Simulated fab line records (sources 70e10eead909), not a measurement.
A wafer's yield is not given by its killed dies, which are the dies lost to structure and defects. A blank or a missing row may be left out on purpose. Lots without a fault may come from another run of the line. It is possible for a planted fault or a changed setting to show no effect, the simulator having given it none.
Chamber matching | flow nand-harc | cmp-03 running NHARC_A_BONDPAD_CMP_29: 4 sister chambers
The step polishes SiCN, target thk 200 nm. 8 wafers are shown with their chamber, then 11 later ones without.

WAFERS WITH THEIR CHAMBER
wafer  | chamber | motor-current-A (A)
L084.1 | 3       | 10.1
L087.1 | 0       | 11.8
L087.3 | 3       | 10.2
L087.4 | 2       | 12.1
L087.2 | 1       | 10.8
L087.5 | 1       | 10.9
L087.6 | 0       | 11.7
L085.1 | 2       | 11.6

WAFERS WHOSE CHAMBER IS MISSING
wafer  | motor-current-A (A)
L085.2 | 12.2
L085.5 | 12.4
L086.3 | 11.9
L086.4 | 11.1
L086.6 | 12.1
L086.1 | 10.5
L086.2 | 12.3
L086.5 | 10.9
L094.1 | 12.4
L094.3 | 10.9
L094.6 | 10.7

WHICH CHAMBER EACH ONE RAN IN
wafer  | from the rows above     | in truth
L085.2 | can't be placed: 2 or 0 | 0
L085.5 | can't be placed: 2 or 0 | 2
L086.3 | can't be placed: 2 or 0 | 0
L086.4 | 1                       | 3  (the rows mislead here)
L086.6 | can't be placed: 2 or 0 | 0
L086.1 | can't be placed: 1 or 3 | 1
L086.2 | can't be placed: 2 or 0 | 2
L086.5 | 1                       | 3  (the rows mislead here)
L094.1 | can't be placed: 2 or 0 | 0
L094.3 | 1                       | 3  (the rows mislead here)
L094.6 | 1                       | 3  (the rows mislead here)
Placed correctly: 0 of 11. From these rows, 7 cannot be placed; in 7 the true chamber is one of the candidates. 4 placed wrongly.
How it was worked out, from the rows above alone: a wafer's distance from a chamber is the root of the sum, over the readings, of the square of ((its reading less the chamber's mean) divided by the reading's scatter). If the next closest chamber is less than 2 further off than the closest, the wafer can't be placed; otherwise it belongs to the closest. Each chamber's mean is taken over the wafers shown for it. How the scatter is found: for the shown wafers, subtract from each reading the mean of its chamber, square and add these, divide the total by (wafers less chambers), then take the root.
